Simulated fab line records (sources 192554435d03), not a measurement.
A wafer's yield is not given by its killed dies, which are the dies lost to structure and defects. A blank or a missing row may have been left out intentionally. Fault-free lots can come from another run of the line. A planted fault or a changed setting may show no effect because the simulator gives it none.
fab line records    flow n5-finfet
[record] lots = 12  wafers = 34  last-day = 18
route steps=1938 shown BEOL_M11@1579 TV_OPEN@1890 PAD_METAL@1895 PASSIVATION@1936
lots untouched by any fault: they come from a run of this same line in which no faults occurred
start-h: the number of hours between the record's first day and the start of the first shown wafer of the lot    wait-h: time in hours since the lot's previous step    " repeats the value in the row above    L1.1+2: a row that stands for several wafers    - either no value or no given start    * or withheld: withheld    < > ~ a bound
route shown NAME@n: NAME is a module with steps in the file, n the number in the route of the first one    usual: the fault-free wafers' mean and standard deviation    same: alike in all rows    chamber/n: place in a boat    sites: readings site by site    _std_site: how widely they spread, as a standard deviation    _edge_site: the outer-site mean with the inner-site mean subtracted    radius-mm: how far each site lies from the wafer's centre    mask NAME#n: copy n    behind: the tool/chamber that last shaped the wafer    hold: what put the lot on hold/how long, in hours/how the hold closed    device: whichever transistor did not switch (one of n, p or np)    end of line: tests run on the same wafers once the route is complete    where a step has no rows: the recipe by itself    killed: at the first sort, the dies lost to defects and structure; wafer yield is something else    map: a wafer's dies, marking killed ones x, the rest . and places with no die _
set.NAME: the setting as run; set.NAME@STEP: as run at that earlier step    model.NAME: the simulator's own value behind a step, which no gauge read
the route's steps for a sample of lots (tables are steps, rows are wafers)
services: the hour from which a tool's chamber was out of use, counted from the record's first day as start-h (under 0 if before that day), plus the number of hours and why
[[steps]]
[step N5_BEOL_M11_ETCH_41]
[recipe] chemistry = CH3F/O2  target = SiCN  target-depth-a = 426  taper-deg = 2  time-s = 86  ion-energy-ev = 120  mask-material = TiN  pressure-mtorr = 30  source-w = 395  bias-w = 75  Ar_flow_sccm = 150  CH3F_flow_sccm = 30  O2_flow_sccm = 20
[usual] drypump-motor-current-A = 5.7/0.43  oes-product-au = 0.76/0.079  rf-vpp-V = 296.7/1.5  showerhead-plenum-p-Torr = 1.96/0.065  throttle-valve-pct = 16.42/0.23
lot.wafer  tool         chamber  start-h  wait-h  drypump-motor-current-A  oes-product-au  rf-hours-counter-h  rf-vpp-V  showerhead-plenum-p-Torr  throttle-valve-pct
L349.1     rie-diel-01  1        252.20   -       5.3                      0.74            176                 294.7     1.89                      16.46
L349.6     "            0        "        "       6.4                      0.72            -                   296.6     1.98                      16.19
L350.2     rie-diel-01  2        255.26   -       6.1                      0.72            180                 298.8     2.06                      16.12
L350.5     "            1        "        "       5.3                      0.74            -                   294.7     1.89                      16.47
L350.6     "            0        "        "       6.4                      0.72            -                   298.0     1.98                      16.16
L353.1     rie-diel-01  0        259.88   -       6.4                      0.72            198                 296.8     1.97                      16.19
L353.3     "            3        "        "       6.1                      0.70            224                 295.4     1.89                      16.86
L356.1     rie-diel-01  3        284.89   -       6.0                      0.69            231                 296.3     1.89                      16.87
L356.5     "            2        "        "       6.1                      0.72            -                   298.2     2.06                      16.13
L356.6     "            3        "        "       6.0                      0.70            -                   294.3     1.89                      16.86
L359.1     rie-diel-01  0        296.23   -       6.4                      0.70            210                 297.9     1.97                      16.21
L359.3     "            1        "        "       5.3                      0.73            190                 293.5     1.89                      16.48
L359.4     "            3        "        "       6.1                      0.69            235                 295.1     1.89                      16.87
L363.1     rie-diel-01  3        332.41   -       6.1                      0.69            246                 294.1     1.88                      16.88
L363.4     "            0        "        "       6.4                      0.70            221                 296.1     1.97                      16.24
L363.6     "            1        "        "       5.3                      0.73            -                   296.6     1.89                      16.51
L361.3     rie-diel-01  0        332.87   -       6.4                      0.71            222                 298.1     1.97                      16.23
L361.4     "            3        "        "       6.1                      0.69            246                 295.1     1.88                      16.90
L361.5     "            1        "        "       5.3                      0.73            -                   295.6     1.88                      16.52
L364.1     rie-diel-03  3        333.08   -       5.2                      0.70            200                 296.1     1.90                      16.55
L364.2     "            0        "        "       5.4                      0.70            239                 297.6     2.05                      16.70
L364.3     "            1        "        "       5.1                      0.92            21                  296.3     1.96                      16.41
L368.1     rie-diel-03  0        355.50   -       5.4                      0.69            246                 297.9     2.05                      16.71
L368.2     "            3        "        "       5.2                      0.69            206                 294.3     1.90                      16.57
L368.5     "            1        "        "       5.1                      0.89            -                   295.5     1.96                      16.43
L370.1     rie-diel-03  3        360.78   -       5.2                      0.70            208                 296.2     1.90                      16.57
L370.2     "            1        "        "       5.1                      0.88            30                  295.0     1.96                      16.45
L370.6     "            2        "        "       5.9                      0.89            -                   296.2     1.92                      16.32
L369.1     rie-diel-02  2        376.20   -       5.9                      0.70            192                 297.6     2.00                      16.52
L369.2     "            1        "        "       5.6                      0.72            201                 296.2     1.91                      16.71
L369.5     "            3        "        "       5.3                      0.78            -                   299.0     2.01                      16.28
L371.1     rie-diel-02  0        384.41   -       5.6                      0.84            55                  298.4     2.05                      16.11
L371.3     "            1        "        "       5.6                      0.71            203                 295.6     1.91                      16.71
L371.5     "            3        "        "       5.3                      0.77            -                   296.9     2.01                      16.27
[step N5_PASSIVATION_ETCH_15]
[recipe] chemistry = CF4/N2  target = SiCN  target-depth-a = 750  taper-deg = 2  time-s = 81.2  ion-energy-ev = 150  mask-material = SiNx  pressure-mtorr = 40  source-w = 430  bias-w = 70  Ar_flow_sccm = 100  cf4-flow-sccm = 60  n2-flow-sccm = 60
[usual] drypump-motor-current-A = 5.6/0.41  oes-product-au = 0.78/0.097  rf-vpp-V = 381.8/2.1  showerhead-plenum-p-Torr = 2.18/0.077  throttle-valve-pct = 15.55/0.21
lot.wafer  tool         chamber  start-h  wait-h  drypump-motor-current-A  oes-product-au  rf-hours-counter-h  rf-vpp-V  showerhead-plenum-p-Torr  throttle-valve-pct
L349.1     rie-diel-01  3        -        -       6.1                      0.71            233                 379.9     2.09                      15.97
L349.6     "            0        "        "       6.4                      0.72            -                   383.2     2.17                      15.29
L353.1     rie-diel-03  3        -        -       5.2                      0.71            188                 380.7     2.11                      15.68
L353.3     "            0        "        "       5.4                      0.71            227                 383.6     2.28                      15.90
L350.2     rie-diel-02  3        -        -       5.3                      0.81            108                 383.3     2.23                      15.37
L350.5     "            2        "        "       5.9                      0.71            -                   383.6     2.20                      15.62
L350.6     "            3        "        "       5.3                      0.80            -                   381.6     2.23                      15.39
L356.1     rie-diel-01  1        -        -       5.3                      0.72            199                 379.9     2.09                      15.63
L356.5     "            2        "        "       6.1                      0.70            -                   384.5     2.27                      15.34
L356.6     "            1        "        "       5.3                      0.73            -                   379.5     2.09                      15.63
L359.1     rie-diel-03  2        -        -       5.9                      0.90            45                  381.6     2.14                      15.52
L359.3     "            1        "        "       5.1                      0.92            22                  379.9     2.17                      15.53
L359.4     "            3        "        "       5.2                      0.70            201                 378.7     2.10                      15.71
L363.1     rie-diel-01  3        -        -       6.0                      1.00            2                   385.5     2.34                      15.52
L363.4     "            0        "        "       6.4                      0.70            235                 381.4     2.16                      15.34
L363.6     "            2        "        "       6.1                      0.70            -                   384.1     2.26                      15.36
L361.3     rie-diel-03  3        -        -       5.2                      0.69            210                 379.8     2.10                      15.73
L361.4     "            1        "        "       5.1                      0.90            32                  380.5     2.16                      15.53
L361.5     "            2        "        "       5.8                      0.88            -                   380.2     2.13                      15.56
L364.1     rie-diel-03  2        -        -       5.9                      0.88            58                  380.8     2.13                      15.56
L364.2     "            1        "        "       5.1                      0.89            36                  382.0     2.16                      15.56
L364.3     "            3        "        "       5.2                      0.68            214                 378.5     2.10                      15.75
L368.1     rie-diel-03  3        -        -       5.2                      0.69            220                 379.0     2.10                      15.75
L368.2     "            2        "        "       5.8                      0.88            64                  381.3     2.13                      15.56
L368.5     "            3        "        "       5.2                      0.69            -                   380.3     2.10                      15.75
L370.1     rie-diel-03  1        -        -       5.1                      0.87            44                  379.6     2.16                      15.56
L370.2     "            3        "        "       5.2                      0.68            222                 380.9     2.10                      15.75
L370.6     "            2        "        "       5.8                      0.88            -                   382.4     2.13                      15.58
L369.1     rie-diel-03  2        -        -       5.9                      0.87            71                  381.1     2.13                      15.58
L369.2     "            0        "        "       5.4                      0.95            10                  383.0     2.27                      15.48
L369.5     "            0        "        "       5.4                      0.96            -                   383.4     2.27                      15.48
L371.1     rie-diel-01  3        -        -       6.1                      0.94            22                  385.2     2.34                      15.57
L371.3     "            1        "        "       5.3                      0.69            235                 377.5     2.08                      15.71
L371.5     "            3        "        "       6.1                      0.94            -                   386.9     2.34                      15.55
[step N5_PASSIVATION_SPUTTER_20]
[recipe] material = TaN  target-thk-a = 500  temp-c = 25  chamber-pressure-pa = 0.4
[usual] throttle-valve-pct = 29.7/1.1
lot.wafer  tool            chamber  start-h  wait-h  throttle-valve-pct
L349.1     pvd-sputter-01  -        288.52   0.0     29.4
L349.6     "               -        "        "       29.3
L353.1     pvd-sputter-02  -        293.09   0.0     29.8
L353.3     "               -        "        "       28.8
L350.2     pvd-sputter-03  -        293.26   0.0     30.7
L350.5     "               -        "        "       30.2
L350.6     "               -        "        "       30.6
L356.1     pvd-sputter-01  -        329.71   0.0     30.7
L356.5     "               -        "        "       29.4
L356.6     "               -        "        "       30.8
L359.1     pvd-sputter-03  -        340.37   0.0     28.5
L359.3     "               -        "        "       29.9
L359.4     "               -        "        "       30.1
L363.1     pvd-sputter-03  -        365.86   0.0     30.9
L363.4     "               -        "        "       29.7
L363.6     "               -        "        "       30.0
L361.3     pvd-sputter-02  -        365.89   0.0     29.5
L361.4     "               -        "        "       28.7
L361.5     "               -        "        "       30.4
L364.1     pvd-sputter-03  -        373.53   0.0     29.7
L364.2     "               -        "        "       28.5
L364.3     "               -        "        "       30.9
L368.1     pvd-sputter-01  -        393.96   0.0     27.5
L368.2     "               -        "        "       29.3
L368.5     "               -        "        "       30.6
L370.1     pvd-sputter-02  -        400.08   0.0     29.5
L370.2     "               -        "        "       28.8
L370.6     "               -        "        "       29.1
L369.1     pvd-sputter-03  -        413.19   0.0     28.6
L369.2     "               -        "        "       30.8
L369.5     "               -        "        "       29.9
L371.1     pvd-sputter-01  -        425.86   0.0     30.9
L371.3     "               -        "        "       29.1
L371.5     "               -        "        "       31.4
[step N5_PASSIVATION_PROBE_49]
[usual] defect-limited-yield = 91.3/1.4  killed_at_M0_to_M3 = 33/9.9  killed_at_M4_up = 15/5.6  killed-at-contacts = 13/5.7  killed-at-front-end = 38/12  killed-at-other = 4/3.1  killed-dies = 103/17  killed-open = 66/13  killed-short = 32/7.8  sort_bin_5_function = 5.1/0.95  sort_bin_6_memory = 3.2/0.68  sort_bin_8_speed = 0.02/0.22  sort-n-pass = 1077/17  sort-yield-pct = 91.3/1.5
[same] gross-dies = 1180  killed-at-back-side = 0  sort_bin_4_leakage[%] = 0
lot.wafer  tool       chamber  start-h  wait-h  defect-limited-yield[%]  killed_at_M0_to_M3  killed_at_M4_up  killed-at-contacts  killed-at-front-end  killed-at-other  killed-dies  killed-open  killed-short  sort_bin_5_function[%]  sort_bin_6_memory[%]  sort_bin_8_speed[%]  sort-n-pass  sort-yield-pct[%]
L350.2     prober-02  -        299.49   0.1     88.9                     50                  18               13                  47                   3                131          83           45            7.8                     3.1                   0                    1049         88.9
L350.5     prober-02  -        299.64   0.2     92.1                     49                  15               8                   17                   4                93           57           32            4.6                     3.1                   0                    1087         92.1
L350.6     prober-02  -        299.69   0.3     90.5                     56                  5                13                  35                   3                112          71           37            6.0                     3.0                   0                    1068         90.5
L363.1     prober-01  -        371.55   0.0     83.9                     30                  119              13                  26                   2                190          58           25            10.8                    3.9                   0                    990          83.9
L363.4     prober-01  -        371.70   0.2     84.5                     25                  123              4                   31                   0                183          48           18            10.2                    3.7                   0                    997          84.5
L363.6     prober-01  -        371.80   0.3     86.5                     34                  69               3                   51                   2                159          69           30            8.6                     3.6                   0                    1021         86.5
L361.3     prober-02  -        371.69   0.1     81.8                     24                  118              22                  50                   1                215          75           26            11.0                    4.8                   0                    965          81.8
L361.4     prober-02  -        371.74   0.2     80.8                     39                  125              11                  51                   1                227          73           39            12.5                    4.7                   0                    953          80.8
L361.5     prober-02  -        371.79   0.2     86.4                     22                  74               17                  45                   2                160          64           29            8.2                     3.3                   0                    1020         86.4
L368.1     prober-02  -        399.95   0.0     92.8                     14                  11               5                   50                   5                85           42           31            3.6                     2.9                   0                    1095         92.8
L368.2     prober-02  -        400.00   0.1     90.4                     37                  18               16                  38                   4                113          62           46            5.4                     3.9                   0                    1067         90.4
L368.5     prober-02  -        400.15   0.2     91.9                     25                  13               18                  33                   6                95           61           30            4.7                     3.0                   0                    1085         91.9
L370.1     prober-02  -        406.15   0.0     92.5                     32                  9                12                  33                   2                88           50           37            4.7                     2.3                   0                    1092         92.5
L370.2     prober-02  -        406.20   0.1     91.9                     29                  12               5                   49                   0                95           52           36            4.4                     2.9                   0                    1085         91.9
L370.6     prober-02  -        406.40   0.3     93.3                     42                  5                10                  20                   2                79           47           29            3.6                     2.8                   0                    1101         93.3
// killed by level:class
L350.2 BEOL_M2:geometric-particle:open=13 STI_FIN_REVEAL:geometric-particle:open=11 BEOL_M1:geometric-particle:open=10 MOL_CONTACT_COAG:geometric-particle:open=8 BEOL_M0_SAQP:geometric-particle:short=8 FIN_SAQP:geometric-particle:open=6 FIN_SAQP:geometric-particle:short=6 MOL_CONTACT_COAG:geometric-particle:short=5
L350.5 BEOL_M0_SAQP:geometric-particle:short=13 BEOL_M2:geometric-particle:open=12 BEOL_M0_SAQP:geometric-particle:open=7 MOL_CONTACT_COAG:geometric-particle:open=5 BEOL_M3:geometric-particle:open=5 BEOL_M4:geometric-particle:open=4 FIN_SAQP:geometric-particle:open=3 STI_FIN_REVEAL:geometric-particle:open=3
L350.6 BEOL_M0_SAQP:geometric-particle:open=19 BEOL_M0_SAQP:geometric-particle:short=12 MOL_CONTACT_COAG:geometric-particle:open=11 BEOL_M2:geometric-particle:open=10 STI_FIN_REVEAL:geometric-particle:open=6 BEOL_M1:geometric-particle:open=5 BEOL_M3:geometric-particle:open=5 FIN_SAQP:geometric-particle:short=4
L363.1 BEOL_M11:unspecified=104 MOL_CONTACT_COAG:geometric-particle:open=11 BEOL_M4:geometric-particle:open=9 STI_FIN_REVEAL:geometric-particle:open=7 BEOL_M1:geometric-particle:open=7 FIN_SAQP:geometric-particle:open=5 BEOL_M0_SAQP:geometric-particle:short=5 BEOL_M2:geometric-particle:open=4
L361.3 BEOL_M11:unspecified=112 STI_FIN_REVEAL:geometric-particle:open=17 MOL_CONTACT_COAG:geometric-particle:open=16 FIN_SAQP:geometric-particle:open=13 BEOL_M0_SAQP:geometric-particle:short=7 BEOL_M2:geometric-particle:open=6 MOL_CONTACT_COAG:geometric-particle:short=5 STARTING-WAFER:geometric-particle:open=4
L363.4 BEOL_M11:unspecified=113 BEOL_M1:geometric-particle:open=10 FIN_SAQP:geometric-particle:open=8 FIN_SAQP:geometric-particle:short=6 BEOL_M0_SAQP:geometric-particle:open=5 BEOL_M4:geometric-particle:open=4 BEOL_M3:geometric-particle:open=4 MOL_CONTACT_COAG:geometric-particle:open=3
L361.4 BEOL_M11:unspecified=114 BEOL_M0_SAQP:geometric-particle:short=13 BEOL_M1:geometric-particle:open=12 MOL_CONTACT_COAG:geometric-particle:open=10 FIN_SAQP:geometric-particle:open=7 STI_FIN_REVEAL:geometric-particle:open=7 ILD0:geometric-particle:open=7 GATE_CUT:geometric-particle:short=6
L361.5 BEOL_M11:unspecified=65 STI_FIN_REVEAL:geometric-particle:open=14 MOL_CONTACT_COAG:geometric-particle:open=12 FIN_SAQP:geometric-particle:open=10 BEOL_M0_SAQP:geometric-particle:open=8 BEOL_M0_SAQP:geometric-particle:short=7 FIN_SAQP:geometric-particle:short=6 STARTING-WAFER:geometric-particle:short=6
L363.6 BEOL_M11:unspecified=59 STI_FIN_REVEAL:geometric-particle:open=16 FIN_SAQP:geometric-particle:open=10 BEOL_M1:geometric-particle:open=10 BEOL_M3:geometric-particle:open=7 GATE_CUT:geometric-particle:open=5 BEOL_M0_SAQP:geometric-particle:open=5 BEOL_M0_SAQP:geometric-particle:short=5
L368.1 FIN_SAQP:geometric-particle:open=12 FIN_SAQP:geometric-particle:short=10 HKMG_FIN:area-etch=8 BEOL_M3:geometric-particle:open=6 MOL_CONTACT_COAG:geometric-particle:open=4 BEOL_M0_SAQP:geometric-particle:short=4 STARTING-WAFER:geometric-particle:short=4 DUMMY_GATE:geometric-particle:short=3
L368.2 MOL_CONTACT_COAG:geometric-particle:open=13 FIN_SAQP:geometric-particle:short=9 BEOL_M0_SAQP:geometric-particle:short=9 FIN_SAQP:geometric-particle:open=8 BEOL_M3:geometric-particle:open=8 GATE_CUT:geometric-particle:short=6 BEOL_M4:geometric-particle:open=6 BEOL_M0:geometric-particle:open=5
L368.5 MOL_CONTACT_COAG:geometric-particle:open=17 FIN_SAQP:geometric-particle:open=11 BEOL_M3:geometric-particle:open=9 GATE_CUT:geometric-particle:short=6 BEOL_M0_SAQP:geometric-particle:short=6 BEOL_M5:geometric-particle:open=6 FIN_SAQP:geometric-particle:short=5 STARTING-WAFER:geometric-particle:open=3
L370.1 FIN_SAQP:geometric-particle:short=9 BEOL_M2:geometric-particle:open=9 MOL_CONTACT_COAG:geometric-particle:open=8 GATE_CUT:geometric-particle:short=7 BEOL_M0_SAQP:geometric-particle:short=6 BEOL_M3:geometric-particle:open=5 STI_FIN_REVEAL:geometric-particle:open=4 MOL_CONTACT_COAG:geometric-particle:short=4
L370.2 FIN_SAQP:geometric-particle:short=15 FIN_SAQP:geometric-particle:open=10 BEOL_M0_SAQP:geometric-particle:short=8 BEOL_M3:geometric-particle:open=8 STI_FIN_REVEAL:geometric-particle:open=6 BEOL_M0_SAQP:geometric-particle:open=5 BEOL_M4:geometric-particle:open=5 MOL_CONTACT_COAG:geometric-particle:open=4
L370.6 BEOL_M0_SAQP:geometric-particle:short=13 MOL_CONTACT_COAG:geometric-particle:open=9 BEOL_M3:geometric-particle:open=8 BEOL_M0_SAQP:geometric-particle:open=8 BEOL_M1:geometric-particle:open=5 FIN_SAQP:geometric-particle:open=3 GATE_CUT:geometric-particle:short=3 BEOL_M2:geometric-particle:open=3
[[services]]
tool            chamber  start-h  hours  kind
rie-diel-03     1        245.77   -      clean
rie-diel-03     1        245.77   -      consumable-replace:focus-ring
rie-diel-03     1        245.77   18.5   scheduled-down
rie-diel-02     1        285.26   2.9    repair
rie-diel-02     2        311.15   15.1   repair
rie-diel-03     2        315.58   9.5    repair
rie-diel-01     3        344.62   -      clean
rie-diel-01     3        344.62   -      consumable-replace:focus-ring
rie-diel-01     3        344.62   -      consumable-replace:showerhead
rie-diel-01     3        344.62   16.0   scheduled-down
rie-diel-01     3        344.62   16.0   vent-cycle
rie-diel-01     -        347.50   0.1    repair
rie-diel-02     -        355.65   15.6   pm
pvd-sputter-02  -        379.03   2.5    repair
pvd-sputter-01  -        395.83   3.8    repair
pvd-sputter-03  -        397.76   2.9    repair
pvd-sputter-03  -        406.22   3.1    repair
pvd-sputter-01  -        409.95   9.2    repair
rie-diel-02     -        410.46   2.8    pm
rie-diel-01     0        413.49   -      clean
rie-diel-01     0        413.49   -      consumable-replace:focus-ring
rie-diel-01     0        413.49   17.3   scheduled-down
rie-diel-01     0        413.49   17.3   vent-cycle
rie-diel-02     3        423.82   8.0    repair
[[key]]
[first-sign] step = N5_PASSIVATION_PROBE_49  reading = killed_at_M4_up  direction = up  sigmas = 16  usual = 15  struck = 105
[effect] step = N5_PASSIVATION_PROBE_49  reading = defect-limited-yield  direction = down  sigmas = 5.2  usual = 91.3  struck = 84.0
[more-kills-born-at] N5_BEOL_M11_ETCH_41@rie-diel-01 = 567
met-at N5_BEOL_M11_ETCH_41
struck-lots L361,L363
not-acting-at N5_PASSIVATION_ETCH_15,N5_PASSIVATION_SPUTTER_20
onset-between 296.23 332.41
[fault] kind = chamber-particle-source  tool = rie-diel-01  chamber = -  onset-h = 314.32  steps = N5_BEOL_M11_ETCH_41  rate-per-visit-cm2 = 0.61829  end-h = 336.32
